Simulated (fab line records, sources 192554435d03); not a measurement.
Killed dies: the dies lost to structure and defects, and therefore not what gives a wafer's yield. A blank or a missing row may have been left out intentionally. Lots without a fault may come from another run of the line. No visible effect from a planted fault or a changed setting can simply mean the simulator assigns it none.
Chamber matching :: flow n5Finfet :: 4 sister chambers for N5_BEOL_M3_STRIP_66 on rieDiel-01
The step strips in CF4. 4 wafers are shown with their chamber, then 9 later ones without.

## EACH WAFER AND ITS CHAMBER
wafer: L088.1
chamber: 0
showerheadPlenumPTorr (Torr): 1.90

wafer: L089.4
chamber: 1
showerheadPlenumPTorr (Torr): 1.84

wafer: L090.1
chamber: 2
showerheadPlenumPTorr (Torr): 1.71

wafer: L090.5
chamber: 3
showerheadPlenumPTorr (Torr): 1.84

## WAFERS WITH NO CHAMBER GIVEN
wafer: L092.2
showerheadPlenumPTorr (Torr): 1.90

wafer: L092.3
showerheadPlenumPTorr (Torr): 1.71

wafer: L092.4
showerheadPlenumPTorr (Torr): 1.84

wafer: L094.2
showerheadPlenumPTorr (Torr): 1.84

wafer: L094.3
showerheadPlenumPTorr (Torr): 1.90

wafer: L094.5
showerheadPlenumPTorr (Torr): 1.89

wafer: L097.1
showerheadPlenumPTorr (Torr): 1.84

wafer: L097.3
showerheadPlenumPTorr (Torr): 1.89

wafer: L097.5
showerheadPlenumPTorr (Torr): 1.84

## WHICH CHAMBER EACH ONE RAN IN
wafer: L092.2
from the rows above: 0
in truth: 0

wafer: L092.3
from the rows above: 2
in truth: 2

wafer: L092.4
from the rows above: can't be placed: 1 or 3
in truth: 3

wafer: L094.2
from the rows above: can't be placed: 1 or 3
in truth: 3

wafer: L094.3
from the rows above: 0
in truth: 0

wafer: L094.5
from the rows above: 0
in truth: 0

wafer: L097.1
from the rows above: can't be placed: 1 or 3
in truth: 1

wafer: L097.3
from the rows above: 0
in truth: 0

wafer: L097.5
from the rows above: can't be placed: 1 or 3
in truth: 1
Correctly placed: 5 of 9. These rows do not allow placing 4 (true chamber among the candidates in 4). Wrongly placed: 0.
How it was worked out, from the rows above alone: a wafer's distance from a chamber is the root of the sum, over the readings, of the square of ((its reading less the chamber's mean) divided by the reading's scatter). If the next closest chamber is less than 2 further off than the closest, the wafer can't be placed; otherwise it belongs to the closest. Each chamber's mean is taken over the wafers shown for it. The scatter: root of mean squared gap, hidden wafer to nearest shown wafer, with one shown wafer a chamber.
